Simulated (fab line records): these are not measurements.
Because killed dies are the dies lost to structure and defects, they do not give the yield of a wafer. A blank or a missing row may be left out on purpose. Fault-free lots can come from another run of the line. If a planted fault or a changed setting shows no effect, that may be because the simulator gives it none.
Which of the tools did it? || flow n5 finfet || Sampling: 24 lots, 72 wafers, 3 of 1938 route steps

== WHAT EACH GAUGE READ, for each wafer ==
N5_BEOL_M1_OVL_MEAS_29.
{"lot": "L074", "measured": "day 6 05:02", "on": "overlay-01", "V0_OVL (nm)": "0.1 0.0 1.1"}
{"lot": "L075", "measured": "day 6 11:40", "on": "overlay-02", "V0_OVL (nm)": "0.1 0.1 0.2"}
{"lot": "L076", "measured": "day 6 18:28", "on": "overlay-02", "V0_OVL (nm)": "0.4 -0.3 1.3"}
{"lot": "L077", "measured": "day 6 18:37", "on": "overlay-02", "V0_OVL (nm)": "-0.8 0.1 0.1"}
{"lot": "L078", "measured": "day 7 02:31", "on": "overlay-02", "V0_OVL (nm)": "-0.5 0.9 1.6"}
{"lot": "L079", "measured": "day 7 07:59", "on": "overlay-01", "V0_OVL (nm)": "-0.1 -0.1 0.7"}
{"lot": "L080", "measured": "day 7 21:14", "on": "overlay-01", "V0_OVL (nm)": "0.0 0.6 0.3"}
{"lot": "L081", "measured": "day 8 04:40", "on": "overlay-02", "V0_OVL (nm)": "1.2 1.0 -0.3"}
{"lot": "L082", "measured": "day 8 06:04", "on": "overlay-01", "V0_OVL (nm)": "-0.2 0.5 0.1"}
{"lot": "L083", "measured": "day 8 09:58", "on": "overlay-02", "V0_OVL (nm)": "-0.8 0.1 -1.4"}
{"lot": "L084", "measured": "day 8 13:34", "on": "overlay-02", "V0_OVL (nm)": "1.2 0.2 1.0"}
{"lot": "L085", "measured": "day 8 17:32", "on": "overlay-01", "V0_OVL (nm)": "0.4 1.0 1.2"}
{"lot": "L086", "measured": "day 9 11:32", "on": "overlay-01", "V0_OVL (nm)": "-0.2 0.1 -0.3"}
{"lot": "L087", "measured": "day 9 16:13", "on": "overlay-02", "V0_OVL (nm)": "1.3 1.0 1.2"}
{"lot": "L089", "measured": "day 9 19:30", "on": "overlay-01", "V0_OVL (nm)": "0.4 0.2 0.5"}
{"lot": "L088", "measured": "day 10 01:07", "on": "overlay-01", "V0_OVL (nm)": "-0.5 0.0 0.9"}
{"lot": "L090", "measured": "day 10 02:17", "on": "overlay-02", "V0_OVL (nm)": "0.6 0.7 -0.1"}
{"lot": "L091", "measured": "day 10 09:58", "on": "overlay-01", "V0_OVL (nm)": "0.1 0.4 0.0"}
{"lot": "L092", "measured": "day 10 17:18", "on": "overlay-01", "V0_OVL (nm)": "1.3 0.8 -0.4"}
{"lot": "L093", "measured": "day 11 04:36", "on": "overlay-01", "V0_OVL (nm)": "0.4 0.4 0.1"}
{"lot": "L094", "measured": "day 11 04:38", "on": "overlay-01", "V0_OVL (nm)": "0.2 0.4 0.4"}
{"lot": "L095", "measured": "day 11 15:06", "on": "overlay-02", "V0_OVL (nm)": "1.0 0.0 0.2"}
{"lot": "L096", "measured": "day 11 17:32", "on": "overlay-01", "V0_OVL (nm)": "0.1 -0.4 0.7"}
{"lot": "L097", "measured": "day 11 20:42", "on": "overlay-01", "V0_OVL (nm)": "-0.6 -1.3 -0.1"}

== WHICH TOOL RAN EACH LOT (tool, then ch and the chambers of the sampled wafers, then the start) ==
{"lot": "L074", "N5_BEOL_M0_ANNEAL_133": "pvd sputter-02, day 5 22:23", "N5_BEOL_M1_ETCH_63": "rie diel-04 ch 0,1,2, day 6 04:05"}
{"lot": "L075", "N5_BEOL_M0_ANNEAL_133": "pvd sputter-01, day 6 04:47", "N5_BEOL_M1_ETCH_63": "rie diel-02 ch 1,2, day 6 10:37"}
{"lot": "L076", "N5_BEOL_M0_ANNEAL_133": "pvd sputter-02, day 6 10:13", "N5_BEOL_M1_ETCH_63": "rie diel-02 ch 0,3, day 6 17:35"}
{"lot": "L077", "N5_BEOL_M0_ANNEAL_133": "pvd sputter-01, day 6 12:24", "N5_BEOL_M1_ETCH_63": "rie diel-02 ch 0,1, day 6 17:49"}
{"lot": "L078", "N5_BEOL_M0_ANNEAL_133": "pvd sputter-01, day 6 19:46", "N5_BEOL_M1_ETCH_63": "rie diel-06 ch 0,1,2, day 7 01:46"}
{"lot": "L079", "N5_BEOL_M0_ANNEAL_133": "pvd sputter-03, day 7 03:41", "N5_BEOL_M1_ETCH_63": "rie diel-02 ch 0,1,3, day 7 07:08"}
{"lot": "L080", "N5_BEOL_M0_ANNEAL_133": "pvd sputter-03, day 7 13:03", "N5_BEOL_M1_ETCH_63": "rie diel-06 ch 0,1,2, day 7 20:23"}
{"lot": "L081", "N5_BEOL_M0_ANNEAL_133": "pvd sputter-01, day 7 20:19", "N5_BEOL_M1_ETCH_63": "rie diel-06 ch 0,3, day 8 03:43"}
{"lot": "L082", "N5_BEOL_M0_ANNEAL_133": "pvd sputter-03, day 7 20:35", "N5_BEOL_M1_ETCH_63": "rie diel-04 ch 0,1,2, day 8 05:10"}
{"lot": "L083", "N5_BEOL_M0_ANNEAL_133": "pvd sputter-02, day 8 02:01", "N5_BEOL_M1_ETCH_63": "rie diel-06 ch 0,1,2, day 8 09:05"}
{"lot": "L084", "N5_BEOL_M0_ANNEAL_133": "pvd sputter-03, day 8 06:02", "N5_BEOL_M1_ETCH_63": "rie diel-06 ch 2,3, day 8 12:41"}
{"lot": "L085", "N5_BEOL_M0_ANNEAL_133": "pvd sputter-02, day 8 11:19", "N5_BEOL_M1_ETCH_63": "rie diel-04 ch 0,1, day 8 16:49"}
{"lot": "L086", "N5_BEOL_M0_ANNEAL_133": "pvd sputter-03, day 9 08:40", "N5_BEOL_M1_ETCH_63": "rie diel-04 ch 0,1,3, day 9 10:41"}
{"lot": "L087", "N5_BEOL_M0_ANNEAL_133": "pvd sputter-02, day 9 12:23", "N5_BEOL_M1_ETCH_63": "rie diel-02 ch 0,1,3, day 9 15:21"}
{"lot": "L089", "N5_BEOL_M0_ANNEAL_133": "pvd sputter-03, day 9 14:17", "N5_BEOL_M1_ETCH_63": "rie diel-06 ch 0,1,3, day 9 18:38"}
{"lot": "L088", "N5_BEOL_M0_ANNEAL_133": "pvd sputter-01, day 9 20:35", "N5_BEOL_M1_ETCH_63": "rie diel-04 ch 1,3, day 10 00:16"}
{"lot": "L090", "N5_BEOL_M0_ANNEAL_133": "pvd sputter-02, day 9 23:13", "N5_BEOL_M1_ETCH_63": "rie diel-02 ch 1,3, day 10 01:26"}
{"lot": "L091", "N5_BEOL_M0_ANNEAL_133": "pvd sputter-02, day 10 05:45", "N5_BEOL_M1_ETCH_63": "rie diel-02 ch 0,1,2, day 10 09:07"}
{"lot": "L092", "N5_BEOL_M0_ANNEAL_133": "pvd sputter-01, day 10 12:37", "N5_BEOL_M1_ETCH_63": "rie diel-06 ch 0,1,2, day 10 16:27"}
{"lot": "L093", "N5_BEOL_M0_ANNEAL_133": "pvd sputter-03, day 10 21:58", "N5_BEOL_M1_ETCH_63": "rie diel-06 ch 0,1,2, day 11 00:32"}
{"lot": "L094", "N5_BEOL_M0_ANNEAL_133": "pvd sputter-02, day 11 00:19", "N5_BEOL_M1_ETCH_63": "rie diel-04 ch 1,2, day 11 03:41"}
{"lot": "L095", "N5_BEOL_M0_ANNEAL_133": "pvd sputter-02, day 11 11:40", "N5_BEOL_M1_ETCH_63": "rie diel-04 ch 0,1,2, day 11 14:15"}
{"lot": "L096", "N5_BEOL_M0_ANNEAL_133": "pvd sputter-02, day 11 14:19", "N5_BEOL_M1_ETCH_63": "rie diel-04 ch 1,2, day 11 16:49"}
{"lot": "L097", "N5_BEOL_M0_ANNEAL_133": "pvd sputter-02, day 11 15:54", "N5_BEOL_M1_ETCH_63": "rie diel-06 ch 2,3, day 11 19:50"}
- N5_BEOL_M0_ANNEAL_133: time 60 s.
- N5_BEOL_M1_ETCH_63: etches SiARC in CF4, target depth 15.6 nm, time 26 s.

== AS READ BY THE TOOLS THEMSELVES (means over the sampled wafers that have a number; for cases with no such wafer, the mark the record gives instead) ==
N5_BEOL_M0_ANNEAL_133.
{"lot": "L074", "tool": "pvd sputter-02", "heater power w (W)": 818}
{"lot": "L075", "tool": "pvd sputter-01", "heater power w (W)": 812}
{"lot": "L076", "tool": "pvd sputter-02", "heater power w (W)": 786}
{"lot": "L077", "tool": "pvd sputter-01", "heater power w (W)": 775}
{"lot": "L078", "tool": "pvd sputter-01", "heater power w (W)": 799}
{"lot": "L079", "tool": "pvd sputter-03", "heater power w (W)": 862}
{"lot": "L080", "tool": "pvd sputter-03", "heater power w (W)": 857}
{"lot": "L081", "tool": "pvd sputter-01", "heater power w (W)": 804}
{"lot": "L082", "tool": "pvd sputter-03", "heater power w (W)": 874}
{"lot": "L083", "tool": "pvd sputter-02", "heater power w (W)": 802}
{"lot": "L084", "tool": "pvd sputter-03", "heater power w (W)": 971}
{"lot": "L085", "tool": "pvd sputter-02", "heater power w (W)": 814}
{"lot": "L086", "tool": "pvd sputter-03", "heater power w (W)": 970}
{"lot": "L087", "tool": "pvd sputter-02", "heater power w (W)": 815}
{"lot": "L089", "tool": "pvd sputter-03", "heater power w (W)": 981}
{"lot": "L088", "tool": "pvd sputter-01", "heater power w (W)": 790}
{"lot": "L090", "tool": "pvd sputter-02", "heater power w (W)": 791}
{"lot": "L091", "tool": "pvd sputter-02", "heater power w (W)": 834}
{"lot": "L092", "tool": "pvd sputter-01", "heater power w (W)": 780}
{"lot": "L093", "tool": "pvd sputter-03", "heater power w (W)": 896}
{"lot": "L094", "tool": "pvd sputter-02", "heater power w (W)": 807}
{"lot": "L095", "tool": "pvd sputter-02", "heater power w (W)": 822}
{"lot": "L096", "tool": "pvd sputter-02", "heater power w (W)": 823}
{"lot": "L097", "tool": "pvd sputter-02", "heater power w (W)": 813}

N5_BEOL_M1_ETCH_63.
{"lot": "L074", "tool": "rie diel-04", "drypump motor current A (A)": 5.4, "etch rf on time s (s)": 25.6, "oes product au (a.u.)": 0.71, "rf vpp V (V)": 184.5, "showerhead plenum p Torr (Torr)": 2.17, "throttle valve pct (%)": 15.59}
{"lot": "L075", "tool": "rie diel-02", "drypump motor current A (A)": 5.9, "etch rf on time s (s)": 26.1, "oes product au (a.u.)": 0.65, "rf vpp V (V)": 183.9, "showerhead plenum p Torr (Torr)": 2.17, "throttle valve pct (%)": 15.69}
{"lot": "L076", "tool": "rie diel-02", "drypump motor current A (A)": 5.2, "etch rf on time s (s)": 27.2, "oes product au (a.u.)": 0.61, "rf vpp V (V)": 184.5, "showerhead plenum p Torr (Torr)": 2.15, "throttle valve pct (%)": 15.68}
{"lot": "L077", "tool": "rie diel-02", "drypump motor current A (A)": 5.4, "etch rf on time s (s)": 26.4, "oes product au (a.u.)": 0.63, "rf vpp V (V)": 184.1, "showerhead plenum p Torr (Torr)": 2.13, "throttle valve pct (%)": 15.71}
{"lot": "L078", "tool": "rie diel-06", "drypump motor current A (A)": 5.4, "etch rf on time s (s)": 25.7, "oes product au (a.u.)": 0.64, "rf vpp V (V)": 184.9, "showerhead plenum p Torr (Torr)": 2.17, "throttle valve pct (%)": 15.72}
{"lot": "L079", "tool": "rie diel-02", "drypump motor current A (A)": 5.3, "etch rf on time s (s)": 26.5, "oes product au (a.u.)": 0.64, "rf vpp V (V)": 185.5, "showerhead plenum p Torr (Torr)": 2.16, "throttle valve pct (%)": 15.60}
{"lot": "L080", "tool": "rie diel-06", "drypump motor current A (A)": 5.4, "etch rf on time s (s)": 26.0, "oes product au (a.u.)": 0.63, "rf vpp V (V)": 184.1, "showerhead plenum p Torr (Torr)": 2.16, "throttle valve pct (%)": 15.74}
{"lot": "L081", "tool": "rie diel-06", "drypump motor current A (A)": 5.4, "etch rf on time s (s)": 25.9, "oes product au (a.u.)": 0.67, "rf vpp V (V)": 184.2, "showerhead plenum p Torr (Torr)": 2.11, "throttle valve pct (%)": 15.42}
{"lot": "L082", "tool": "rie diel-04", "drypump motor current A (A)": 5.4, "etch rf on time s (s)": 25.5, "oes product au (a.u.)": 0.69, "rf vpp V (V)": 184.8, "showerhead plenum p Torr (Torr)": 2.16, "throttle valve pct (%)": 15.62}
{"lot": "L083", "tool": "rie diel-06", "drypump motor current A (A)": 5.4, "etch rf on time s (s)": 26.4, "oes product au (a.u.)": 0.62, "rf vpp V (V)": 184.0, "showerhead plenum p Torr (Torr)": 2.16, "throttle valve pct (%)": 15.74}
{"lot": "L084", "tool": "rie diel-06", "drypump motor current A (A)": 6.1, "etch rf on time s (s)": 25.4, "oes product au (a.u.)": 0.77, "rf vpp V (V)": 183.8, "showerhead plenum p Torr (Torr)": 2.11, "throttle valve pct (%)": 15.49}
{"lot": "L085", "tool": "rie diel-04", "drypump motor current A (A)": 5.8, "etch rf on time s (s)": 25.7, "oes product au (a.u.)": 0.66, "rf vpp V (V)": 185.4, "showerhead plenum p Torr (Torr)": 2.21, "throttle valve pct (%)": 15.57}
{"lot": "L086", "tool": "rie diel-04", "drypump motor current A (A)": 5.5, "etch rf on time s (s)": 25.6, "oes product au (a.u.)": 0.69, "rf vpp V (V)": 184.8, "showerhead plenum p Torr (Torr)": 2.19, "throttle valve pct (%)": 15.55}
{"lot": "L087", "tool": "rie diel-02", "drypump motor current A (A)": 5.3, "etch rf on time s (s)": 26.9, "oes product au (a.u.)": 0.62, "rf vpp V (V)": 184.7, "showerhead plenum p Torr (Torr)": 2.16, "throttle valve pct (%)": 15.62}
{"lot": "L089", "tool": "rie diel-06", "drypump motor current A (A)": 5.6, "etch rf on time s (s)": 25.8, "oes product au (a.u.)": 0.67, "rf vpp V (V)": 184.1, "showerhead plenum p Torr (Torr)": 2.15, "throttle valve pct (%)": 15.58}
{"lot": "L088", "tool": "rie diel-04", "drypump motor current A (A)": 5.6, "etch rf on time s (s)": 25.7, "oes product au (a.u.)": 0.68, "rf vpp V (V)": 184.5, "showerhead plenum p Torr (Torr)": 2.19, "throttle valve pct (%)": 15.53}
{"lot": "L090", "tool": "rie diel-02", "drypump motor current A (A)": 5.5, "etch rf on time s (s)": 26.0, "oes product au (a.u.)": 0.66, "rf vpp V (V)": 184.3, "showerhead plenum p Torr (Torr)": 2.17, "throttle valve pct (%)": 15.56}
{"lot": "L091", "tool": "rie diel-02", "drypump motor current A (A)": 5.8, "etch rf on time s (s)": 26.2, "oes product au (a.u.)": 0.67, "rf vpp V (V)": 183.7, "showerhead plenum p Torr (Torr)": 2.15, "throttle valve pct (%)": 15.67}
{"lot": "L092", "tool": "rie diel-06", "drypump motor current A (A)": 5.4, "etch rf on time s (s)": 26.1, "oes product au (a.u.)": 0.61, "rf vpp V (V)": 183.8, "showerhead plenum p Torr (Torr)": 2.16, "throttle valve pct (%)": 15.78}
{"lot": "L093", "tool": "rie diel-06", "drypump motor current A (A)": 5.4, "etch rf on time s (s)": 26.2, "oes product au (a.u.)": 0.61, "rf vpp V (V)": 184.0, "showerhead plenum p Torr (Torr)": 2.16, "throttle valve pct (%)": 15.78}
{"lot": "L094", "tool": "rie diel-04", "drypump motor current A (A)": 5.3, "etch rf on time s (s)": 26.3, "oes product au (a.u.)": 0.68, "rf vpp V (V)": 183.3, "showerhead plenum p Torr (Torr)": 2.13, "throttle valve pct (%)": 15.72}
{"lot": "L095", "tool": "rie diel-04", "drypump motor current A (A)": 5.4, "etch rf on time s (s)": 26.1, "oes product au (a.u.)": 0.66, "rf vpp V (V)": 184.1, "showerhead plenum p Torr (Torr)": 2.15, "throttle valve pct (%)": 15.68}
{"lot": "L096", "tool": "rie diel-04", "drypump motor current A (A)": 5.4, "etch rf on time s (s)": 26.1, "oes product au (a.u.)": 0.68, "rf vpp V (V)": 183.0, "showerhead plenum p Torr (Torr)": 2.13, "throttle valve pct (%)": 15.73}
{"lot": "L097", "tool": "rie diel-06", "drypump motor current A (A)": 6.1, "etch rf on time s (s)": 25.5, "oes product au (a.u.)": 0.71, "rf vpp V (V)": 183.2, "showerhead plenum p Torr (Torr)": 2.10, "throttle valve pct (%)": 15.53}

== THE ANSWER, worked out from the rows above alone ==
Rule: the usual values come from the lots themselves. Put in order of their means at a reading, lots are off if they are a third of the lots or fewer, leave a main group of 4 or more, and stand apart from it by a gap of 3 or more times the standard deviation of the main group's means; of several such gaps the widest counts. The tables above print the reading to a certain number of digits; a main group whose means all agree to those digits is not used. Also off: a lot with no number at a reading for which 4 or more lots have one. All remaining lots with rows at the step are treated as sound. First the gauges in route order, then the tools' own readings, where a lot's mean is used as printed above. The first step at which some lot is off is used, and at that step the reading that is off furthest; a lot without a number counts as furthest.
No lot is off on any of the readings shown, so nothing can be concluded from this.

== WHAT HAD BEEN PUT IN BY THE SIMULATOR ==
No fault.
